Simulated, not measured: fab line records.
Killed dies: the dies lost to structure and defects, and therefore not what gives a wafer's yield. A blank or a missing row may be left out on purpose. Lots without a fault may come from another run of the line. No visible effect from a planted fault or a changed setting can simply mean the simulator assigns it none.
A lot that was struck, set against a sound lot :: flow n5Finfet :: 39 steps out of a route of 1938
Sound: the wafers L915.1, L915.4, L915.6. Struck: wafers L911.3, L911.4, L911.5. The cause comes at the end.
At each step with rows: each side's tool, then ch and its chambers, then its first start. Under that, the readings that differ: sound wafers :: struck wafers :: difference of the means :: sigmas: that difference in standard deviations of wafers without a fault.
alike: readings whose means differ by less than 2 such deviations, and words and numbers that are the same on both sides. not compared: withheld readings, readings that some wafer has no value for, bounds like >300 that may hide the same value, and numbers for which the record gives no deviation and whose values overlap.
A row with sigmas, a row that says differs or no value, or rows on one side alone: a step with any of these is where the two part. When numbers do not overlap yet have no deviation, they are printed without sigmas and do not part them. Lack of a reading on every wafer of one side parts them only where that side has two or more wafers.

first, 9 steps without rows for these wafers: N5_BEOL_M4_ANNEAL_95 (time 240 s); N5_BEOL_M4_SPUTTER_96 (material Cu, target thk 4.5 nm, time 8.29 s); N5_BEOL_M4_ECD_50 (material Cu, target thk 300 nm); N5_BEOL_M4_ANNEAL_51 (time 90 s); N5_BEOL_M4_CMP_52 (polishes, stops on SiOC, t overpolish 6.8 s, target thk 40 nm); N5_BEOL_M4_PRE_CLEAN_60 (time 15 s); N5_BEOL_M4_CO_CAP_55 (material Co, precursor CCTBA/H2, target thk 2 nm, time 102.1 s); N5_BEOL_M4_PRE_CLEAN_56 (time 15 s); N5_BEOL_M4_DEP_57 (deposits SiCN from 3MS/NH3, target thk 8 nm, time 14 s).
N5_BEOL_M4_RC_MEAS_101:
  sound on prober-02 ch 0, day 13 00:50; struck on prober-02 ch 0, day 12 10:07
reading: IOFF_N (nA/um)
sound: 0.185 0.225 0.237
struck: 0.103 0.128 0.164
difference: -0.084
sigmas: -3

reading: IOFF_P (nA/um)
sound: 0.22 0.28 0.28
struck: 0.15 0.17 0.21
difference: -0.08
sigmas: -3

reading: ION_N (uA/um)
sound: 677 694 687
struck: 652 664 671
difference: -24
sigmas: -2

reading: SS_P (mV/dec)
sound: 74.1 74.4 75.4
struck: 72.5 73.5 73.6
difference: -1.4
sigmas: -2

reading: VT_N (mV)
sound: 248 244 243
struck: 260 255 250
difference: +10
sigmas: +3
  alike: DIBL_N, DIBL_P, ION_P, SS_N, VT_P
then, 24 steps without rows for these wafers: N5_BEOL_M5_ILD_DEP_00 (deposits SiCOH lowk from DEMS/porogen, target thk 140.64 nm, time 25.9 s); N5_BEOL_M5_CURE_79 (cures SiCOH lowk, time 240 s); N5_BEOL_M5_PECVD_70 (deposits SiO2 from TEOS/O2, target thk 16 nm, time 18 s); N5_BEOL_M5_HM_DEP_02 (deposits TiN, target thk 20 nm); N5_BEOL_M5_COAT_59 (time 60 s, resist thk 60 nm); N5_BEOL_M5_COAT_60 (time 60 s, resist thk 12 nm); N5_BEOL_M5_COAT_71 (time 60 s, resist thk 5 nm); N5_BEOL_M5_COAT_05 (resist thk 30 nm); N5_BEOL_M5_EBR_07; N5_BEOL_M5_SOFTBAKE_06 (time 60 s); N5_BEOL_M5_EXPOSE_08 (exposes mask M5, target cd 28 nm); N5_BEOL_M5_PEB_09 (peb time 60 s); N5_BEOL_M5_DEVELOP_10 (develop time 30 s); N5_BEOL_M5_DESCUM_16 (chemistry O2, time 7 s); N5_BEOL_M5_ETCH_72 (etches underlayer in N2/H2, target depth 6.5 nm, time 5.2 s); N5_BEOL_M5_ETCH_61 (etches SiARC in CF4, target depth 15.6 nm, time 26 s); N5_BEOL_M5_ETCH_62 (etches SOC in N2/H2, target depth 75 nm, overetch 15 nm, time 112.5 s); N5_BEOL_M5_STRIP_63 (strips in N2/H2); N5_BEOL_M5_STRIP_73 (strips in N2/H2); N5_BEOL_M5_STRIP_64 (strips in CF4); N5_BEOL_M5_HM_OPEN_17 (chemistry Cl2/BCl3, target TiN, target depth 20 nm, overetch 6 nm); N5_BEOL_M5_STRIP_19 (strips in O2); N5_BEOL_M5_COAT_65 (time 60 s, resist thk 60 nm); N5_BEOL_M5_COAT_66 (time 60 s, resist thk 12 nm).
-- record jumps: 3 days separate the struck wafers' starts on either side; left off in module BEOL_M5, taken up again in module BEOL_M14, whose first shown step is the route's number 1767 --
N5_BEOL_M14_CMP_49: polishes, stops on SiO2, t overpolish 5.2 s, target thk 560 nm.
  sound on cmp-01 ch 0,1,3, day 16 07:27; struck on cmp-01 ch 1,3, day 15 16:29
  no value came back on the struck wafers for any of 5 readings (barrierFieldEndpointS (s), clearingPlatenDownForcePsi (psi) and others); on the sound wafers barrierFieldEndpointS (s) reads 11.55 11.42 11.17
reading: model.Cu_of_BEOL_M14_ECD_47.thkNm (nm)
sound: 553.2 558.2 566.6
struck: 1241 1238 1252
difference: +684
sigmas: 
N5_BEOL_M14_THK_MEAS_50: measures by xrf.
  struck on filmMetro-01, day 15 16:44; sound on filmMetro-01, day 16 07:45
reading: M14_THK (nm)
sound: 521 528 535
struck: 1184 1183 1198
difference: +660
sigmas: +70
N5_BEOL_M14_RS_MEAS_54: uses a four-point probe to measure.
  struck on filmMetro-01, day 15 16:52; sound on filmMetro-02, day 16 07:53
reading: M14_RS (ohm/sq)
sound: 0.0336 0.0333 0.0328
struck: 0.0136 0.0137 0.0135
difference: -0.0196
sigmas: -32
N5_BEOL_M14_INSPECT_55: inspects for defects (darkfield).
  struck on defectInspect-01, day 15 16:53; sound on defectInspect-02, day 16 07:54
reading: rawDefectCount
sound: 61 45 86
struck: 6477 6558 6585
difference: +6476
sigmas: +99 or more
N5_PASSIVATION_PROBE_49:
  only the struck wafers here have rows in the record (prober-01, day 16 22:15); the sound ones have none

## WHERE THEY PART
Last at N5_PASSIVATION_PROBE_49 as far as this record goes, first at N5_BEOL_M4_RC_MEAS_101.

WHY: what had been put in by the simulator
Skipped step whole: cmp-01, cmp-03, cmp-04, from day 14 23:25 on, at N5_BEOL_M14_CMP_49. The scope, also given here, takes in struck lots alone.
